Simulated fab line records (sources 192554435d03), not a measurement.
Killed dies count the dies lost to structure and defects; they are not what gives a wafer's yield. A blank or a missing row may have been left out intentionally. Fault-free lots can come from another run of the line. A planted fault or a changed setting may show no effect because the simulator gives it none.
fab line records	flow n5-finfet	part 1 of 2: steps 1 to 19 of 29
record: lots: 5	wafers: 15	last-day: 18
route steps=1938 shown BEOL_M6@1232
lots untouched by any fault: they come from a run of this same line in which no faults occurred
start-h: the number of hours between the record's first day and the start of the first shown wafer of the lot	wait-h: hours since the lot's step before	" identical to the entry in the row above	L1.1+2: several wafers, shown together as one row	- no value present, or no start provided	* or withheld: withheld	< > ~ a bound
route shown NAME@n: a module of which the file shows steps, and the number in the route of the first	usual: mean/standard deviation of fault-free wafers	same: alike in all rows	chamber/n: place in a boat	sites: each site's reading	_std_site: the values' standard deviation	_edge_site: outer sites' mean less inner sites'	radius-mm: how far each site lies from the wafer's centre	mask NAME#n: copy n	behind: tool/chamber where the wafer was last shaped	hold: what put the lot on hold/how long, in hours/how the hold closed	device: the n, p or np transistor that did not switch	end of line: tests of these same wafers at the route's end	a step with no rows: only its recipe	killed: the dies lost at the first sort to structure and to defects; this is not the yield of the wafer	map: per-die view of a wafer (x killed, . not killed, _ where there is no die)
set.NAME: the run value of the setting; set.NAME@STEP: its run value at that earlier step	model.NAME: the simulator's own value behind a step, which no gauge read
lots at some steps of the route; a table a step, a row a wafer
services: a tool's chamber out of use, with start hour (start-h, from the record's first day; less than 0 if before it), hours out, and reason
== steps ==
step: N5_BEOL_M6_ETCH_65
recipe: chemistry: CF4	target: SiARC	target-depth-a: 156	mask-material: CAR-EUV	time-s: 26	ion-energy-ev: 80	pressure-mtorr: 40	source-w: 545	bias-w: 36	Ar_flow_sccm: 100	cf4-flow-sccm: 100	ends: cleared
usual: drypump-motor-current-A: 5.7/0.41	etch-rf-on-time-s: 25.8/0.92	mfc-ar-sccm: 100.00/0.3	oes-product-au: 0.68/0.066	rf-vpp-V: 184.3/1.2	showerhead-plenum-p-Torr: 2.16/0.065	throttle-valve-pct: 15.61/0.19
lot.wafer	tool	chamber	start-h	wait-h	drypump-motor-current-A	etch-rf-on-time-s	mfc-ar-sccm	oes-product-au	rf-hours-counter-h	rf-vpp-V	showerhead-plenum-p-Torr	throttle-valve-pct
L075.3	rie-diel-02	2	211.73	0.0	5.5	25.0	100.25	0.69	102	185.5	2.21	15.48
L075.4	"	0	"	"	6.3	25.0	99.38	0.76	47	186.0	2.23	15.35
L075.5	"	1	"	"	5.4	24.4	100.06	0.75	-	184.3	2.18	15.31
L077.4	rie-diel-02	3	221.56	0.0	5.6	26.3	99.94	0.60	211	183.2	2.03	15.83
L077.5	"	0	"	"	6.2	25.4	100.12	0.74	-	186.9	2.23	15.34
L077.6	"	3	"	"	5.6	26.3	100.51	0.59	-	182.6	2.03	15.86
L083.1	rie-diel-05	1	274.53	0.0	5.9	25.3	100.06	0.70	87	182.2	2.07	15.54
L083.3	"	0	"	"	5.7	25.5	99.95	0.61	236	182.3	2.18	15.63
L083.4	"	3	"	"	5.4	27.9	99.99	0.58	240	184.2	2.22	16.03
L085.1	rie-diel-03	1	291.58	0.0	5.4	26.6	100.43	0.77	19	183.7	2.20	15.56
L085.3	"	0	"	"	5.5	26.9	100.56	0.58	218	186.3	2.11	15.84
L085.6	"	1	"	"	5.4	26.7	99.95	0.77	-	185.5	2.20	15.55
L092.2	rie-diel-03	3	328.86	0.0	5.9	26.8	100.17	0.71	60	183.8	2.17	15.71
L092.4	"	2	"	"	5.2	25.0	100.26	0.71	71	184.0	2.17	15.45
L092.5	"	1	"	"	5.4	26.6	99.88	0.75	-	185.1	2.19	15.58
step: N5_BEOL_M6_ETCH_66
recipe: chemistry: N2/H2	target: SOC	target-depth-a: 800	overetch-a: 160	mask-material: SiARC	temp-c: 40	time-s: 120	ion-energy-ev: 200	pressure-mtorr: 30	source-w: 840	bias-w: 150	n2-flow-sccm: 200	h2-flow-sccm: 200
usual: drypump-motor-current-A: 5.7/0.41	oes-product-au: 0.61/0.055	rf-vpp-V: 524.5/2.5	showerhead-plenum-p-Torr: 2.57/0.087	throttle-valve-pct: 17.85/0.22
lot.wafer	tool	chamber	start-h	wait-h	drypump-motor-current-A	oes-product-au	rf-hours-counter-h	rf-vpp-V	showerhead-plenum-p-Torr	throttle-valve-pct
L075.3	rie-diel-02	2	211.75	0.0	5.5	0.62	102	525.7	2.66	17.85
L075.4	"	0	"	"	6.3	0.66	47	527.2	2.68	17.50
L075.5	"	1	"	"	5.4	0.65	-	524.7	2.58	17.57
L077.4	rie-diel-02	3	221.58	0.0	5.6	0.54	211	519.9	2.42	18.30
L077.5	"	0	"	"	6.3	0.66	-	527.1	2.68	17.51
L077.6	"	3	"	"	5.6	0.54	-	520.3	2.42	18.29
L083.1	rie-diel-05	1	274.55	0.0	5.9	0.62	87	522.0	2.45	17.80
L083.3	"	0	"	"	5.7	0.54	236	524.9	2.64	18.04
L083.4	"	3	"	"	5.4	0.53	240	528.6	2.62	18.12
L085.1	rie-diel-03	1	291.61	0.0	5.4	0.70	19	525.7	2.60	17.78
L085.3	"	0	"	"	5.5	0.53	218	522.7	2.50	18.07
L085.6	"	1	"	"	5.5	0.69	-	526.7	2.60	17.78
L092.2	rie-diel-03	3	328.89	0.0	5.9	0.64	60	525.1	2.58	17.91
L092.4	"	2	"	"	5.2	0.64	71	524.5	2.58	17.57
L092.5	"	1	"	"	5.4	0.67	-	525.5	2.60	17.80
step: N5_BEOL_M6_STRIP_69
recipe: chemistry: N2/H2	temp-c: 40	n2-flow-sccm: 200	h2-flow-sccm: 200	rf-frequency-hz: 6e+07
lot.wafer	tool	chamber	start-h	wait-h
L075.3+4+5	rie-diel-02	2,0,1	211.83	0.0
L077.4+5+6	rie-diel-02	3,0,3	221.67	0.0
L083.1+3+4	rie-diel-05	1,0,3	274.63	0.0
L085.1+3+6	rie-diel-03	1,0,1	291.69	0.0
L092.2+4+5	rie-diel-03	3,2,1	328.97	0.0
step: N5_BEOL_M6_STRIP_73
recipe: chemistry: N2/H2	temp-c: 40	n2-flow-sccm: 200	h2-flow-sccm: 200	rf-frequency-hz: 6e+07
lot.wafer	tool	chamber	start-h	wait-h
L075.3+4+5	rie-diel-02	2,0,1	211.84	0.0
L077.4+5+6	rie-diel-02	3,0,3	221.68	0.0
L083.1+3+4	rie-diel-05	1,0,3	274.64	0.0
L085.1+3+6	rie-diel-03	1,0,1	291.70	0.0
L092.2+4+5	rie-diel-03	3,2,1	328.98	0.0
step: N5_BEOL_M6_VIA_ETCH_34
recipe: chemistry: C4F6/O2	target: SiCOH_lowk	target-depth-a: 1263	mask-material: SOC	taper-deg: 4	time-s: 50.9	ion-energy-ev: 250	pressure-mtorr: 30	source-w: 345	bias-w: 185	Ar_flow_sccm: 300	C4F6_flow_sccm: 10	O2_flow_sccm: 10
usual: C4F6_flow_sccm: 10.002/0.029	O2_flow_sccm: 9.999/0.028	drypump-motor-current-A: 5.7/0.42	mfc-ar-sccm: 300.1/0.87	oes-product-au: 0.80/0.078	rf-vpp-V: 673/18	showerhead-plenum-p-Torr: 2.87/0.086	throttle-valve-pct: 20.90/0.23
lot.wafer	tool	chamber	start-h	wait-h	C4F6_flow_sccm	O2_flow_sccm	drypump-motor-current-A	mfc-ar-sccm	oes-product-au	rf-hours-counter-h	rf-vpp-V	showerhead-plenum-p-Torr	throttle-valve-pct
L075.3	rie-diel-02	2	211.85	0.0	10.017	9.993	5.5	299.2	0.81	103	650	2.96	20.81
L075.4	"	0	"	"	10.013	9.985	6.3	301.1	0.88	47	674	2.97	20.57
L075.5	"	1	"	"	10.005	10.012	5.4	300.1	0.86	-	665	2.88	20.53
L077.4	rie-diel-02	3	221.69	0.0	9.979	10.030	5.6	300.9	0.70	211	680	2.72	21.23
L077.5	"	0	"	"	10.045	9.988	6.2	300.1	0.87	-	672	2.97	20.59
L077.6	"	3	"	"	10.015	10.010	5.6	299.6	0.70	-	680	2.72	21.23
L083.1	rie-diel-05	1	274.65	0.0	9.999	10.002	5.9	300.4	0.82	87	672	2.75	20.82
L083.3	"	0	"	"	9.950	9.963	5.7	299.7	0.71	236	658	2.90	20.84
L083.4	"	3	"	"	9.975	9.997	5.4	301.8	0.68	240	703	2.95	21.29
L085.1	rie-diel-03	1	291.71	0.0	10.012	10.069	5.5	299.8	0.91	19	687	2.91	20.88
L085.3	"	0	"	"	9.966	10.037	5.5	300.4	0.68	218	717	2.83	21.27
L085.6	"	1	"	"	10.033	10.063	5.4	301.6	0.91	-	688	2.91	20.89
L092.2	rie-diel-03	3	328.99	0.0	10.081	10.012	5.9	301.3	0.83	60	682	2.89	21.10
L092.4	"	2	"	"	9.962	10.031	5.2	299.9	0.83	71	647	2.89	20.70
L092.5	"	1	"	"	10.005	9.966	5.4	301.6	0.88	-	687	2.91	20.90
step: N5_BEOL_M6_STRIP_76
recipe: chemistry: C4F6/O2	resist: SiARC	rf-frequency-hz: 6e+07
lot.wafer	tool	chamber	start-h	wait-h
L075.3+4+5	rie-diel-02	2,0,1	211.90	0.0
L077.4+5+6	rie-diel-02	3,0,3	221.73	0.0
L083.1+3+4	rie-diel-05	1,0,3	274.70	0.0
L085.1+3+6	rie-diel-03	1,0,1	291.75	0.0
L092.2+4+5	rie-diel-03	3,2,1	329.03	0.0
step: N5_BEOL_M6_STRIP_36
recipe: chemistry: N2/H2	power-w: 450	temp-c: 40	pressure-mtorr: 20	rf-frequency-hz: 6e+07	overash-fraction: 0.3	bias-power-w: 7	h2-frac: 0.5	n2-flow-sccm: 200	h2-flow-sccm: 200
usual: drypump-motor-current-A: 5.7/0.41	oes-product-au: 0.80/0.082	rf-vpp-V: 59.3/1.4	showerhead-plenum-p-Torr: 2.56/0.087	throttle-valve-pct: 23.7/0.32
lot.wafer	tool	chamber	start-h	wait-h	drypump-motor-current-A	oes-product-au	rf-hours-counter-h	rf-vpp-V	showerhead-plenum-p-Torr	throttle-valve-pct
L075.3	rie-diel-02	2	211.91	0.0	5.5	0.81	103	59.9	2.66	23.8
L075.4	"	0	"	"	6.3	0.88	47	60.1	2.68	23.2
L075.5	"	1	"	"	5.4	0.85	-	57.8	2.58	23.6
L077.4	rie-diel-02	3	221.74	0.0	5.7	0.69	211	60.0	2.42	24.5
L077.5	"	0	"	"	6.2	0.87	-	59.2	2.68	23.2
L077.6	"	3	"	"	5.7	0.69	-	60.3	2.42	24.5
L083.1	rie-diel-05	1	274.71	0.0	5.9	0.79	87	57.6	2.45	23.7
L083.3	"	0	"	"	5.6	0.69	236	59.8	2.63	24.0
L083.4	"	3	"	"	5.4	0.69	240	61.7	2.62	23.9
L085.1	rie-diel-03	1	291.76	0.0	5.4	0.93	19	58.7	2.60	23.7
L085.3	"	0	"	"	5.5	0.69	218	59.4	2.50	24.0
L085.6	"	1	"	"	5.4	0.93	-	61.9	2.60	23.7
L092.2	rie-diel-03	3	329.04	0.0	5.9	0.84	60	55.9	2.57	23.8
L092.4	"	2	"	"	5.2	0.83	71	61.8	2.57	23.2
L092.5	"	1	"	"	5.5	0.90	-	59.6	2.59	23.7
step: N5_BEOL_M6_TRENCH_ETCH_37
recipe: chemistry: C4F6/O2	target-depth-a: 944.35	target: SiCOH_lowk	time-s: 31.5	ion-energy-ev: 250	pressure-mtorr: 30	source-w: 345	bias-w: 185	Ar_flow_sccm: 300	C4F6_flow_sccm: 10	O2_flow_sccm: 10
usual: C4F6_flow_sccm: 10.002/0.03	O2_flow_sccm: 10.00/0.03	drypump-motor-current-A: 5.7/0.41	mfc-ar-sccm: 300.0/0.92	oes-product-au: 0.80/0.078	rf-vpp-V: 673/18	showerhead-plenum-p-Torr: 2.87/0.086	throttle-valve-pct: 20.93/0.23
lot.wafer	tool	chamber	start-h	wait-h	C4F6_flow_sccm	O2_flow_sccm	drypump-motor-current-A	mfc-ar-sccm	oes-product-au	rf-hours-counter-h	rf-vpp-V	showerhead-plenum-p-Torr	throttle-valve-pct
L075.3	rie-diel-02	2	-	-	10.010	9.98	5.5	300.2	0.82	103	648	2.96	20.83
L075.4	"	0	"	"	10.012	9.98	6.3	299.7	0.89	47	673	2.97	20.62
L075.5	"	1	"	"	9.986	10.00	5.4	301.5	0.86	-	667	2.88	20.57
L077.4	rie-diel-02	3	-	-	10.020	9.96	5.6	299.7	0.70	211	680	2.72	21.27
L077.5	"	0	"	"	9.965	9.98	6.3	300.4	0.88	-	674	2.97	20.63
L077.6	"	3	"	"	10.018	9.98	5.6	298.9	0.70	-	681	2.72	21.27
L083.1	rie-diel-05	1	-	-	9.971	10.01	5.9	298.5	0.82	87	670	2.74	20.84
L083.3	"	0	"	"	9.957	9.98	5.7	300.7	0.71	236	656	2.90	20.88
L083.4	"	3	"	"	10.024	10.05	5.4	299.2	0.67	240	702	2.95	21.33
L085.1	rie-diel-03	1	-	-	10.036	10.03	5.4	300.2	0.91	19	686	2.91	20.92
L085.3	"	0	"	"	9.996	10.03	5.5	299.7	0.69	218	717	2.83	21.29
L085.6	"	1	"	"	10.016	10.02	5.5	298.7	0.91	-	685	2.91	20.91
L092.2	rie-diel-03	3	-	-	9.971	9.97	5.9	299.6	0.83	61	684	2.89	21.12
L092.4	"	2	"	"	10.008	9.97	5.2	301.1	0.84	71	648	2.89	20.75
L092.5	"	1	"	"	10.009	9.99	5.4	300.1	0.89	-	688	2.91	20.94
step: N5_BEOL_M6_ETCH_41
recipe: chemistry: CH3F/O2	target: SiCN	target-depth-a: 297	taper-deg: 2	time-s: 52	ion-energy-ev: 120	mask-material: TiN	pressure-mtorr: 30	source-w: 395	bias-w: 75	Ar_flow_sccm: 150	CH3F_flow_sccm: 30	O2_flow_sccm: 20
usual: O2_flow_sccm: 19.99/0.056	drypump-motor-current-A: 5.7/0.41	mfc-ar-sccm: 150.0/0.41	oes-product-au: 0.80/0.078	rf-vpp-V: 297.6/1.6	showerhead-plenum-p-Torr: 2.02/0.064	throttle-valve-pct: 16.33/0.21
lot.wafer	tool	chamber	start-h	wait-h	O2_flow_sccm	drypump-motor-current-A	mfc-ar-sccm	oes-product-au	rf-hours-counter-h	rf-vpp-V	showerhead-plenum-p-Torr	throttle-valve-pct
L075.3	rie-diel-02	2	-	-	19.95	5.5	150.6	0.80	103	300.1	2.09	16.27
L075.4	"	0	"	"	20.02	6.2	149.7	0.88	47	300.0	2.10	16.09
L075.5	"	1	"	"	19.93	5.4	150.6	0.85	-	298.6	2.02	15.95
L077.4	rie-diel-02	3	-	-	20.00	5.6	149.7	0.70	211	295.2	1.91	16.66
L077.5	"	0	"	"	19.95	6.3	150.0	0.87	-	300.3	2.10	16.08
L077.6	"	3	"	"	20.02	5.6	150.2	0.70	-	294.9	1.91	16.67
L083.1	rie-diel-05	1	-	-	19.86	5.9	149.8	0.82	87	296.8	1.93	16.25
L083.3	"	0	"	"	20.03	5.7	150.4	0.70	236	298.2	2.04	16.36
L083.4	"	3	"	"	20.06	5.4	150.0	0.68	240	297.1	2.07	16.70
L085.1	rie-diel-03	1	-	-	20.06	5.5	150.3	0.92	19	298.2	2.05	16.24
L085.3	"	0	"	"	19.86	5.5	151.0	0.69	218	296.6	1.99	16.63
L085.6	"	1	"	"	20.01	5.5	150.3	0.91	-	297.8	2.05	16.26
L092.2	rie-diel-03	3	-	-	19.93	5.9	151.0	0.84	61	297.6	2.03	16.42
L092.4	"	2	"	"	19.99	5.2	150.6	0.83	71	296.8	2.03	16.15
L092.5	"	1	"	"	19.94	5.5	149.9	0.89	-	298.2	2.05	16.29
step: N5_BEOL_M6_STRIP_80
recipe: chemistry: N2/H2	time-s: 10	power-w: 450	temp-c: 40	pressure-mtorr: 20	rf-frequency-hz: 6e+07	bias-power-w: 7	n2-flow-sccm: 200	h2-flow-sccm: 200
usual: drypump-motor-current-A: 5.7/0.41	oes-product-au: 0.80/0.081	rf-vpp-V: 59.3/0.84	showerhead-plenum-p-Torr: 2.56/0.087	throttle-valve-pct: 23.7/0.32
lot.wafer	tool	chamber	start-h	wait-h	drypump-motor-current-A	oes-product-au	rf-hours-counter-h	rf-vpp-V	showerhead-plenum-p-Torr	throttle-valve-pct
L075.3	rie-diel-02	2	-	-	5.5	0.80	103	57.9	2.66	23.7
L075.4	"	0	"	"	6.3	0.88	47	61.0	2.68	23.2
L075.5	"	1	"	"	5.4	0.84	-	60.3	2.58	23.5
L077.4	rie-diel-02	3	-	-	5.6	0.70	211	59.0	2.42	24.4
L077.5	"	0	"	"	6.3	0.88	-	59.3	2.67	23.2
L077.6	"	3	"	"	5.7	0.69	-	59.5	2.42	24.4
L083.1	rie-diel-05	1	-	-	5.9	0.81	87	58.6	2.45	23.7
L083.3	"	0	"	"	5.7	0.68	236	59.1	2.63	24.0
L083.4	"	3	"	"	5.4	0.68	240	57.8	2.62	23.8
L085.1	rie-diel-03	1	-	-	5.4	0.94	19	61.0	2.60	23.7
L085.3	"	0	"	"	5.4	0.69	218	57.7	2.50	23.9
L085.6	"	1	"	"	5.5	0.94	-	58.4	2.60	23.7
L092.2	rie-diel-03	3	-	-	5.9	0.84	61	59.2	2.57	23.8
L092.4	"	2	"	"	5.2	0.83	71	59.5	2.57	23.2
L092.5	"	1	"	"	5.5	0.90	-	58.7	2.59	23.7
step: N5_BEOL_M6_OCD_MEAS_38
usual: trench-depth-nm: 95.1/2.3
lot.wafer	tool	chamber	start-h	wait-h	trench-depth-nm
L075.3	ocd-02	-	212.10	-	98.8
L075.4	"	-	"	"	97.5
L075.5	"	-	"	"	97.6
L077.4	ocd-02	-	221.94	-	93.7
L077.5	"	-	"	"	97.1
L077.6	"	-	"	"	94.1
L083.1	ocd-01	-	274.90	-	95.8
L083.3	"	-	"	"	94.8
L083.4	"	-	"	"	90.0
L085.1	ocd-01	-	291.96	-	95.0
L085.3	"	-	"	"	94.1
L085.6	"	-	"	"	95.0
L092.2	ocd-02	-	329.24	-	94.4
L092.4	"	-	"	"	97.4
L092.5	"	-	"	"	94.8
step: N5_BEOL_M6_HM_STRIP_39
recipe: chemistry: peroxide-tin-strip	material: TiN	target-depth-a: 250	temp-c: 50	time-s: 158
lot.wafer	tool	chamber	start-h	wait-h
L075.3+4+5	wet-bench-04	3,1,4	212.13	0.0
L077.4+5+6	wet-bench-06	1,6,3	221.96	0.0
L083.1+3+4	wet-bench-06	3,2,7	274.93	0.0
L085.1+3+6	wet-bench-06	1,3,5	291.99	0.0
L092.2+4+5	wet-bench-04	3,7,2	329.27	0.0
step: N5_BEOL_M6_SRD_40
recipe: time-s: 30	temp-c: 23	rinse-liquid: diw	dry: ipa-marangoni
lot.wafer	tool	chamber	start-h	wait-h
L075.3+4+5	wet-bench-04	3,1,4	212.18	0.0
L077.4+5+6	wet-bench-06	1,6,3	222.01	0.0
L083.1+3+4	wet-bench-06	3,2,7	274.98	0.0
L085.1+3+6	wet-bench-06	1,3,5	292.04	0.0
L092.2+4+5	wet-bench-04	3,7,2	329.32	0.0
step: N5_BEOL_M6_PRECLEAN_42
recipe: chemistry: residue-remover	time-s: 60	temp-c: 40
lot.wafer	tool	chamber	start-h	wait-h
L075.3+4+5	wet-bench-04	3,1,4	212.20	0.0
L077.4+5+6	wet-bench-06	1,6,3	222.03	0.0
L083.1+3+4	wet-bench-06	3,2,7	275.00	0.0
L085.1+3+6	wet-bench-06	1,3,5	292.05	0.0
L092.2+4+5	wet-bench-04	3,7,2	329.33	0.0
step: N5_BEOL_M6_SRD_43
recipe: time-s: 30	temp-c: 23	rinse-liquid: diw	dry: ipa-marangoni
lot.wafer	tool	chamber	start-h	wait-h
L075.3+4+5	wet-bench-04	3,1,4	212.22	0.0
L077.4+5+6	wet-bench-06	1,6,3	222.04	0.0
L083.1+3+4	wet-bench-06	3,2,7	275.01	0.0
L085.1+3+6	wet-bench-06	1,3,5	292.07	0.0
L092.2+4+5	wet-bench-04	3,7,2	329.35	0.0
step: N5_BEOL_M6_CD_MEAS_35
recipe: target-cd-nm: 40	target-cd-y-nm: 28	polarity: opening
usual: cd-nm: 40.3/0.66
lot.wafer	tool	chamber	start-h	wait-h	cd-nm
L075.3	cd-sem-03	-	212.27	0.0	40.5
L075.4	"	-	"	"	40.5
L075.5	"	-	"	"	40.1
L077.4	cd-sem-02	-	222.10	0.0	41.0
L077.5	"	-	"	"	40.9
L077.6	"	-	"	"	40.8
L083.1	cd-sem-01	-	275.05	0.0	39.0
L083.3	"	-	"	"	40.6
L083.4	"	-	"	"	39.8
L085.1	cd-sem-02	-	292.11	0.0	40.1
L085.3	"	-	"	"	40.6
L085.6	"	-	"	"	39.5
L092.2	cd-sem-03	-	329.39	0.0	41.4
L092.4	"	-	"	"	41.1
L092.5	"	-	"	"	40.8
step: N5_BEOL_M6_CURE_75
recipe: temp-c: 370	time-s: 120	ambient: DMADMS/He	material: SiCOH_lowk
usual: lamp-power-pct: 52.31/0.058	wafer_temp_C_max: 371.6/0.36
lot.wafer	tool	chamber	start-h	wait-h	lamp-power-pct	wafer_temp_C_max
L075.3	uv-cure-03	2	212.60	0.3	52.28	371.2
L075.4	"	2	"	"	52.32	371.4
L075.5	"	2	"	"	52.35	371.6
L077.4	uv-cure-02	0	222.28	0.2	52.20	372.2
L077.5	"	0	"	"	52.27	371.3
L077.6	"	0	"	"	52.34	371.1
L083.1	uv-cure-03	0	275.39	0.3	52.28	371.9
L083.3	"	0	"	"	52.23	371.5
L083.4	"	0	"	"	52.26	372.3
L085.1	uv-cure-03	1	292.15	0.0	52.38	371.6
L085.3	"	1	"	"	52.37	371.6
L085.6	"	1	"	"	52.35	371.5
L092.2	uv-cure-03	1	329.53	0.1	52.34	371.7
L092.4	"	1	"	"	52.38	371.9
L092.5	"	1	"	"	52.43	371.5
step: N5_BEOL_M6_DEGAS_44
recipe: ambient: vacuum	temp-c: 250	time-s: 60
usual: heater-power-w: 320/20
lot.wafer	tool	chamber	start-h	wait-h	heater-power-w
L075.3	pvd-sputter-02	-	212.87	0.2	327
L075.4	"	-	"	"	302
L075.5	"	-	"	"	329
L077.4	pvd-sputter-02	-	223.59	1.3	299
L077.5	"	-	"	"	285
L077.6	"	-	"	"	311
L083.1	pvd-sputter-01	-	275.85	0.4	354
L083.3	"	-	"	"	339
L083.4	"	-	"	"	341
L085.1	pvd-sputter-03	-	292.51	0.3	342
L085.3	"	-	"	"	346
L085.6	"	-	"	"	316
L092.2	pvd-sputter-02	-	330.05	0.4	287
L092.4	"	-	"	"	330
L092.5	"	-	"	"	309
step: N5_BEOL_M6_PRE_CLEAN_45
recipe: gas: H2/He	time-s: 30	temp-c: 250
usual: heater-power-w: 320/20
lot.wafer	tool	chamber	start-h	wait-h	heater-power-w
L075.3	pvd-sputter-02	-	212.91	0.0	337
L075.4	"	-	"	"	309
L075.5	"	-	"	"	340
L077.4	pvd-sputter-02	-	223.63	0.0	308
L077.5	"	-	"	"	282
L077.6	"	-	"	"	301
L083.1	pvd-sputter-01	-	275.89	0.0	360
L083.3	"	-	"	"	321
L083.4	"	-	"	"	339
L085.1	pvd-sputter-03	-	292.55	0.0	348
L085.3	"	-	"	"	342
L085.6	"	-	"	"	317
L092.2	pvd-sputter-02	-	330.09	0.0	276
L092.4	"	-	"	"	331
L092.5	"	-	"	"	308
